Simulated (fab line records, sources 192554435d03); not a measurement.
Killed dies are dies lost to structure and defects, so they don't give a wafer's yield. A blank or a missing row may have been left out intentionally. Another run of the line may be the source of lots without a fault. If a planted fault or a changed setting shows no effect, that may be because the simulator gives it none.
fab line records ; flow n5-finfet
record: lots: 5; wafers: 13; last-day: 18
route steps=1938 shown BEOL_M5@1182 BEOL_M6@1194
lots untouched by any fault: they come from a run of this same line in which no faults occurred
start-h: hours from the record's first day to the start of the lot's first wafer shown ; wait-h: hours elapsed since this lot's preceding step ; " identical to the entry in the row above ; L1.1+2: a single row standing in for several wafers ; - either no value or no given start ; * or withheld: withheld ; < > ~ a bound
route shown NAME@n: a module of which the file shows steps, and the number in the route of the first ; usual: mean and standard deviation over wafers with no fault ; same: alike in all rows ; chamber/n: place in a boat ; sites: the reading at each site ; _std_site: the values' standard deviation ; _edge_site: outer sites' mean less inner sites' ; radius-mm: for every site, how far away it sits from the centre of the wafer ; mask NAME#n: copy n ; behind: the most recent tool/chamber to have shaped the wafer ; hold: reason for holding the lot/hours on hold/outcome of the hold ; device: names the non-switching transistor (n, p or np) ; end of line: the tests these same wafers got at the end of their route ; where a step has no rows: the recipe by itself ; killed: dies that structure and defects cost at the first sort, which is not the same as the wafer's yield ; map: a wafer's dies, marking killed ones x, the rest . and places with no die _
set.NAME: setting as actually run; set.NAME@STEP: the setting as run at that earlier step ; model.NAME: the simulator's own value behind a step, which no gauge read
certain route steps with their lots: each step a table, each wafer a row
services: when a tool's chamber went out of use (start-h, in hours from the record's first day, below 0 if earlier), for how many hours, and the reason
== steps ==
step: N5_BEOL_M5_ANNEAL_89
recipe: temp-c: 400; time-s: 1800; ambient: vacuum
step: N5_BEOL_M5_SPUTTER_90
recipe: material: Cu; target-thk-a: 45; temp-c: -20; chamber-pressure-pa: 0.07; power-w: withheld; time-s: 8.29
step: N5_BEOL_M5_ECD_50
recipe: material: Cu; target-thk-a: 3000
step: N5_BEOL_M5_ANNEAL_51
recipe: temp-c: 225; time-s: 90; ambient: N2
step: N5_BEOL_M5_CMP_52
recipe: stop-on: SiCOH_lowk; t-overpolish-s: 6.9; down-force-psi: 1; platen-rpm: 50; clearing-platen-down-force-psi: 1.5; clearing-platen-rpm: 50; post-cmp-clean: cu-alkaline; target-thk-nm: 62; clearing-platen-pad-velocity-m-s: 0.99484; pad-velocity-m-s: 0.99484
step: N5_BEOL_M5_PRE_CLEAN_77
recipe: gas: NH3/H2; time-s: 15; temp-c: *; rf-power-w: 300
step: N5_BEOL_M5_CO_CAP_78
recipe: material: Co; target-thk-a: 20; temp-c: 200; precursor: CCTBA/H2; pressure-torr: 30; time-s: 102.1
step: N5_BEOL_M5_PRE_CLEAN_55
recipe: gas: NH3; time-s: 15; temp-c: withheld; rf-power-w: 300
step: N5_BEOL_M5_DEP_56
recipe: material: SiCN; target-thk-a: 80; temp-c: withheld; precursor: 3MS/NH3; pressure-torr: 3; rf-w: 202; time-s: 14
step: N5_BEOL_M6_ILD_DEP_00
recipe: material: SiCOH_lowk; target-thk-a: 1797.5; temp-c: 300; precursor: DEMS/porogen; pressure-torr: 5; rf-w: 500; time-s: 33.4
usual: heater-power-w: 290/34; showerhead-plenum-p-Torr: 5.730/0.017; throttle-valve-pct: 13.8/0.76
lot.wafer;tool;chamber;start-h;wait-h;heater-power-w;showerhead-plenum-p-Torr;throttle-valve-pct;model.SiCOH_lowk_of_BEOL_M6_ILD_DEP_00.thk-nm
L564.4;pecvd-03;2;210.98;0.1;282;5.724;13.1;189
L564.5;pecvd-03;1;210.98;0.1;306;5.706;13.1;177.4
L566.2;pecvd-03;0;227.49;0.0;356;5.752;13.9;180.4
L566.4;pecvd-03;2;227.49;0.0;297;5.707;13.2;192.4
L566.6;pecvd-03;0;227.49;0.0;358;5.740;13.9;182.8
L567.1;pecvd-03;2;230.06;0.0;257;5.727;13.2;174.8
L567.4;pecvd-03;0;230.06;0.0;353;5.755;13.7;193.6
L577.1;pecvd-03;1;320.11;0.0;264;5.697;13.0;175.2
L577.2;pecvd-03;2;320.11;0.0;272;5.720;12.8;174.4
L577.5;pecvd-03;1;320.11;0.0;280;5.704;13.1;177.2
L578.2;pecvd-03;1;327.12;0.0;306;5.704;13.0;176.6
L578.3;pecvd-03;1;327.12;0.0;318;5.707;12.7;180.6
L578.6;pecvd-03;1;327.12;0.0;308;5.707;13.0;178.8
step: N5_BEOL_M6_CURE_74
recipe: temp-c: 385; time-s: 240; ambient: He/Ar; material: SiCOH_lowk
step: N5_BEOL_M6_THK_MEAS_01
recipe: reads: SiCOH_lowk_of_BEOL_M6_ILD_DEP_00
usual: M6_ILD_THK: 154.2/2.1
lot.wafer;tool;chamber;start-h;wait-h;M6_ILD_THK[nm]
L564.4;film-metro-02;-;211.54;0.2;163.1
L564.5;film-metro-02;-;211.54;0.2;153.0
L566.2;film-metro-01;-;228.07;0.4;155.3
L566.4;film-metro-01;-;228.07;0.4;165.8
L566.6;film-metro-01;-;228.07;0.4;157.7
L567.1;film-metro-02;-;231.12;0.8;150.7
L567.4;film-metro-02;-;231.12;0.8;167.0
L577.1;film-metro-02;-;320.71;0.4;151.2
L577.2;film-metro-02;-;320.71;0.4;150.3
L577.5;film-metro-02;-;320.71;0.4;152.8
L578.2;film-metro-01;-;327.72;0.4;152.1
L578.3;film-metro-01;-;327.72;0.4;155.8
L578.6;film-metro-01;-;327.72;0.4;154.0
step: N5_BEOL_M6_PECVD_70
recipe: material: SiO2; target-thk-a: 200; temp-c: 400; precursor: TEOS/O2; pressure-torr: 5.5; rf-w: 450; teos-flow-sccm: 53.8; gas: O2; flow-sccm: 3000; time-s: 22.7
step: N5_BEOL_M6_HM_DEP_02
recipe: material: TiN; target-thk-a: 200; temp-c: 25; chamber-pressure-pa: 0.49996
step: N5_BEOL_M6_COAT_59
recipe: resist: SOC; temp-c: 250; time-s: 60; spin-rpm: 1500; resist-thk-nm: 100
step: N5_BEOL_M6_COAT_60
recipe: resist: SiARC; temp-c: 220; time-s: 60; spin-rpm: 1500; resist-thk-nm: 35
step: N5_BEOL_M6_COAT_05
recipe: resist: CAR-ArF; spin-rpm: 1500; resist-thk-nm: 90
step: N5_BEOL_M6_EBR_07
recipe: solvent: PGMEA; ebr-width-mm: 1.5
step: N5_BEOL_M6_SOFTBAKE_06
recipe: temp-c: 110; time-s: 60; resist: CAR-ArF
step: N5_BEOL_M6_EXPOSE_08
recipe: mask-id: M6; na: 1.35; source-shape: dipole; sigma-inner: 0.817; sigma-outer: 0.97; polarization: te; dose-mj: 68.25
step: N5_BEOL_M6_PEB_09
recipe: peb-temp-c: withheld; peb-time-s: 60; resist: CAR-ArF
step: N5_BEOL_M6_DEVELOP_10
recipe: develop-time-s: 30; developer: TMAH; resist: CAR-ArF; rinse-liquid: diw; dry: air-spin; dev-temp-c: 23
step: N5_BEOL_M6_DESCUM_16
recipe: chemistry: O2; time-s: 7.9; source-power-w: 50; bias-power-w: 20; pressure-mtorr: 20; rf-frequency-hz: 2.712e+07; temp-c: 40; resist: CAR-ArF; o2-flow-sccm: 225
step: N5_BEOL_M6_ETCH_61
recipe: chemistry: CF4; target: SiARC; target-depth-a: 455; mask-material: CAR-ArF; time-s: 75.8; ion-energy-ev: 80; pressure-mtorr: 40; source-w: 545; bias-w: 36; Ar_flow_sccm: 100; cf4-flow-sccm: 100; ends: cleared
step: N5_BEOL_M6_ETCH_62
recipe: chemistry: N2/H2; target: SOC; target-depth-a: 1100; overetch-a: 220; mask-material: SiARC; temp-c: 40; time-s: 165; ion-energy-ev: 200; pressure-mtorr: 30; source-w: 840; bias-w: 150; n2-flow-sccm: 200; h2-flow-sccm: 200
step: N5_BEOL_M6_STRIP_68
recipe: chemistry: N2/H2; temp-c: 40; n2-flow-sccm: 200; h2-flow-sccm: 200; rf-frequency-hz: 6e+07
step: N5_BEOL_M6_STRIP_67
recipe: chemistry: CF4; resist: SiARC; power-w: 300; bias-power-w: 75; pressure-mtorr: 50; cf4-flow-sccm: 150; rf-frequency-hz: 6e+07
step: N5_BEOL_M6_HM_OPEN_17
recipe: chemistry: Cl2/BCl3; target-depth-a: 200; overetch-a: 60; target: TiN; mask-material: SOC; ion-energy-ev: 150; pressure-mtorr: 10; icp-w: 1000; bias-w: 126; Cl2_flow_sccm: 53.25; bcl3-flow-sccm: 21.75; Ar_flow_sccm: 25
step: N5_BEOL_M6_STRIP_19
recipe: chemistry: O2; power-w: 400; temp-c: 40; pressure-mtorr: 30; rf-frequency-hz: 6e+07; bias-power-w: 0; overash-fraction: 0.2; o2-flow-sccm: 225
step: N5_BEOL_M6_COAT_63
recipe: resist: SOC; temp-c: 250; time-s: 60; spin-rpm: 1500; resist-thk-nm: 60
step: N5_BEOL_M6_COAT_64
recipe: resist: SiARC; temp-c: 220; time-s: 60; spin-rpm: 1500; resist-thk-nm: 12
step: N5_BEOL_M6_COAT_71
recipe: resist: underlayer; temp-c: 205; time-s: 60; spin-rpm: 1500; resist-thk-nm: 5
step: N5_BEOL_M6_COAT_22
recipe: resist: CAR-EUV; spin-rpm: 1500; resist-thk-nm: 30
step: N5_BEOL_M6_EBR_24
recipe: solvent: PGMEA; ebr-width-mm: 1.5
step: N5_BEOL_M6_SOFTBAKE_23
recipe: temp-c: 110; time-s: 60; resist: CAR-EUV
step: N5_BEOL_M6_CMP_52
recipe: stop-on: SiCOH_lowk; t-overpolish-s: 6.9; down-force-psi: 1; platen-rpm: 50; clearing-platen-down-force-psi: 1.5; clearing-platen-rpm: 50; post-cmp-clean: cu-alkaline; target-thk-nm: 80; clearing-platen-pad-velocity-m-s: 0.99484; pad-velocity-m-s: 0.99484
usual: head-pressure-psi: 1.0001/0.0021; motor-current-A: 6.1/0.62
lot.wafer;tool;chamber;start-h;wait-h;head-pressure-psi;motor-current-A;model.SiCOH_lowk_of_BEOL_M6_ILD_DEP_00.thk-nm
L564.4;cmp-03;2;218.69;0.3;1.0018;6.3;160
L564.5;cmp-03;0;218.69;0.3;1.0000;5.6;150
L566.4;cmp-01;3;234.26;0.1;1.0027;6.3;163
L566.2;cmp-01;2;234.26;0.1;1.0003;5.6;152.4
L566.6;cmp-01;3;234.26;0.1;1.0020;6.0;154.8
L567.4;cmp-01;3;235.62;0.2;0.9984;6.0;164
L567.1;cmp-01;0;235.62;0.2;1.0028;4.8;147.8
L577.2;cmp-03;0;329.76;0.2;0.9984;5.4;147.4
L577.1;cmp-03;2;329.76;0.2;1.0011;6.6;148.2
L577.5;cmp-03;0;329.76;0.2;1.0014;5.6;149.8
L578.3;cmp-04;0;336.59;0.2;0.9976;6.8;152.6
L578.2;cmp-04;1;336.59;0.2;1.0004;6.9;149.2
L578.6;cmp-04;2;336.59;0.2;0.9986;6.9;151.2
== services ==
tool;chamber;start-h;hours;kind
cmp-01;-;187.08;7.0;pm
pecvd-03;0;216.13;2.1;scheduled-down
cmp-04;-;232.84;6.7;pm
cmp-04;-;242.61;2.7;repair
cmp-04;-;259.90;4.0;pm
cmp-04;-;263.90;-;consumable-replace:conditioner
cmp-04;-;263.90;-;consumable-replace:pad
cmp-03;-;272.33;1.2;repair
pecvd-03;2;275.27;8.4;repair
cmp-01;-;281.55;2.3;repair
pecvd-03;2;287.88;5.5;scheduled-down
cmp-03;-;292.28;4.4;pm
cmp-03;-;308.57;4.0;pm
cmp-03;-;312.57;-;consumable-replace:conditioner
cmp-03;-;312.57;-;consumable-replace:pad
pecvd-03;0;315.61;23.5;repair
== key ==
first-sign: step: N5_BEOL_M6_THK_MEAS_01; reading: M6_ILD_THK; direction: up; sigmas: 5.4; usual: 154.2; struck: 165.3
effect none on later readings
model-effect: step: N5_BEOL_M6_ILD_DEP_00; value: SiCOH_lowk_of_BEOL_M6_ILD_DEP_00.thk-nm; without: 178.2; struck: 191.7
model-effect: step: N5_BEOL_M6_CMP_52; value: SiCOH_lowk_of_BEOL_M6_ILD_DEP_00.thk-nm; without: 150.7; struck: 162.3
met-at N5_BEOL_M6_ILD_DEP_00
struck-wafers L564.4,L566.4,L567.4
fault: kind: process-parameter-drift; tool: pecvd-03; chamber: -; onset-h: 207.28; steps: N5_BEOL_M6_ILD_DEP_00; channel: target-thk-a; offset: *; shape: step; end-h: 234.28; scope: struck-wafers-only; acts-in: *; stated: *
